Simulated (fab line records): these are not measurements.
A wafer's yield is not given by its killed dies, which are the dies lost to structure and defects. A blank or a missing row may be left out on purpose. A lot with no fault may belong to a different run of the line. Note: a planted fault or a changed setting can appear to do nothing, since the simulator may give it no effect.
Split-lot experiment	flow n5Finfet	21 wafers read across 7 lots, on a route 1938 steps long

THE SPLIT ITSELF
At N5_BEOL_M5_EXPOSE_08 (exposes mask M5, target cd 28 nm), the setting doseMj was moved away from the recipe's 35.75 on 6 of the 21 wafers read, by -3.7% to +6.6%. All remaining wafers had this setting at the recipe value.

FROM THE SPLIT TO THE READING: what the file shows between them, 24 steps
- N5_BEOL_M5_PEB_09: peb time 60 s
- N5_BEOL_M5_DEVELOP_10: develop time 30 s
- N5_BEOL_M5_CD_MEAS_11: target cd 27.74 nm
- N5_BEOL_M5_DESCUM_16: chemistry O2, time 7 s
- N5_BEOL_M5_ETCH_72: etches underlayer in N2/H2, target depth 6.5 nm, time 5.2 s
- N5_BEOL_M5_ETCH_61: etches SiARC in CF4, target depth 15.6 nm, time 26 s
- N5_BEOL_M5_ETCH_62: etches SOC in N2/H2, target depth 75 nm, overetch 15 nm, time 112.5 s
- N5_BEOL_M5_STRIP_63: strips in N2/H2
- N5_BEOL_M5_STRIP_73: strips in N2/H2
- N5_BEOL_M5_STRIP_64: strips in CF4
- N5_BEOL_M5_HM_OPEN_17: chemistry Cl2/BCl3, target TiN, target depth 20 nm, overetch 6 nm
- N5_BEOL_M5_STRIP_19: strips in O2
- N5_BEOL_M5_DESCUM_33: chemistry O2, time 7 s
- N5_BEOL_M5_ETCH_75: etches underlayer in N2/H2, target depth 6.5 nm, time 5.2 s
- N5_BEOL_M5_ETCH_67: etches SiARC in CF4, target depth 15.6 nm, time 26 s
- N5_BEOL_M5_ETCH_68: etches SOC in N2/H2, target depth 80 nm, overetch 16 nm, time 120 s
- N5_BEOL_M5_STRIP_69: strips in N2/H2
- N5_BEOL_M5_STRIP_85: strips in C4F6/O2
- N5_BEOL_M5_STRIP_36: strips in N2/H2
- N5_BEOL_M5_TRENCH_ETCH_37: etches SiCOH lowk in C4F6/O2, target depth 71.652 nm, time 24.7 s
- N5_BEOL_M5_ETCH_41: etches SiCN in CH3F/O2, target depth 31.5 nm, time 56.7 s
- N5_BEOL_M5_STRIP_91: strips in N2/H2, time 10 s
- N5_BEOL_M5_PRECLEAN_42: cleans in residue remover, time 60 s
- N5_BEOL_M5_SRD_43: time 30 s

THE READING
cdNm, in nm, at N5_BEOL_M5_CD_MEAS_35 (target cd 28 nm, target cd y 24 nm). Typical for fault-free wafers on this fab line: 28.13 nm, with standard deviation 0.29 nm.

wafer	tool, chamber at the split	doseMj as run	against the recipe	cdNm, nm	against lot-mates on the recipe
L078.1	euvScanner-01, 0	34.41	-3.7%	27.18	no lot-mate on the recipe
L078.2	euvScanner-01, 0	34.41	-3.7%	27.22	no lot-mate on the recipe
L078.6	euvScanner-01, 0	34.41	-3.7%	27.46	no lot-mate on the recipe
L079.3	euvScanner-02, 0	37.74	+5.6%	29.32	+1.08
L079.4	euvScanner-02, 0	35.75	recipe	28.24	-
L079.5	euvScanner-02, 0	37.74	+5.6%	29.78	+1.54
L087.3	euvScanner-02, 0	35.75	recipe	27.84	-
L087.4	euvScanner-02, 0	35.75	recipe	28.00	-
L087.6	euvScanner-02, 0	35.75	recipe	27.91	-
L088.4	euvScanner-01, 0	35.75	recipe	27.66	-
L088.5	euvScanner-01, 0	35.75	recipe	27.69	-
L088.6	euvScanner-01, 0	35.75	recipe	27.76	-
L091.1	euvScanner-01, 0	35.75	recipe	27.94	-
L091.3	euvScanner-01, 0	35.75	recipe	27.91	-
L091.4	euvScanner-01, 0	35.75	recipe	27.48	-
L093.1	euvScanner-01, 0	35.75	recipe	28.11	-
L093.3	euvScanner-01, 0	35.75	recipe	28.60	-
L093.4	euvScanner-01, 0	38.11	+6.6%	29.53	+1.18
L097.2	euvScanner-02, 0	35.75	recipe	27.80	-
L097.4	euvScanner-02, 0	35.75	recipe	28.47	-
L097.5	euvScanner-02, 0	35.75	recipe	28.50	-

FIT RESULTS
A straight line over all 21 wafers: cdNm changes by +0.238 nm for each +1% of doseMj; r = +0.90; the points scatter about the line by 0.31 nm.
The same after taking each lot's own level away (the mean of its wafers on the recipe; 18 wafers): +0.211 nm for each +1%; r = +0.91; scatter 0.22 nm.
On that fit, the largest move of doseMj shifts the reading by 1.4 nm.
From 27.703 to 28.355 nm: that is the span of the lots' own levels, equal to 2.2 times the standard deviation above.
Hence the slope depends on the lot-to-lot level, as the two fits are not the same.
Check: with one of the wafers moved furthest among these (+6.6%) left out of the fit, the line predicts +1.55 nm for it against its lot-mates. Against them it came out at +1.18 nm.

THE WHOLE CHAIN: every reading that the file lists as answering this split, in the file's order
step	what it does	reading	change (the file's fit)	r (the file's)
N5_BEOL_M5_CD_MEAS_11	target cd 27.74 nm	cdNm	+0.254 nm for each +1% of the setting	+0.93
N5_BEOL_M5_DESCUM_16	chemistry O2, time 7 s	BEOL_M5.cdNm (the simulator's own value, which no gauge read)	+0.23 nm for each +1% of the setting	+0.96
N5_BEOL_M5_ETCH_61	etches SiARC in CF4, target depth 15.6 nm, time 26 s	BEOL_M5.cdNm (the simulator's own value, which no gauge read)	+0.237 nm for each +1% of the setting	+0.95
N5_BEOL_M5_HM_OPEN_17	chemistry Cl2/BCl3, target TiN, target depth 20 nm, overetch 6 nm	BEOL_M5.cdNm (the simulator's own value, which no gauge read)	+0.214 nm for each +1% of the setting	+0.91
N5_BEOL_M5_ETCH_67	etches SiARC in CF4, target depth 15.6 nm, time 26 s	BEOL_M5.cdNm (the simulator's own value, which no gauge read)	+0.167 nm for each +1% of the setting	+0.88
N5_BEOL_M5_TRENCH_ETCH_37	etches SiCOH lowk in C4F6/O2, target depth 71.652 nm, time 24.7 s	BEOL_M5.cdNm (the simulator's own value, which no gauge read)	+0.205 nm for each +1% of the setting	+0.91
N5_BEOL_M5_CD_MEAS_35	target cd 28 nm, target cd y 24 nm	cdNm	+0.202 nm for each +1% of the setting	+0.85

THE FILE'S OWN FIT
cdNm changes by +0.202 nm for each +1% of doseMj, r = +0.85.
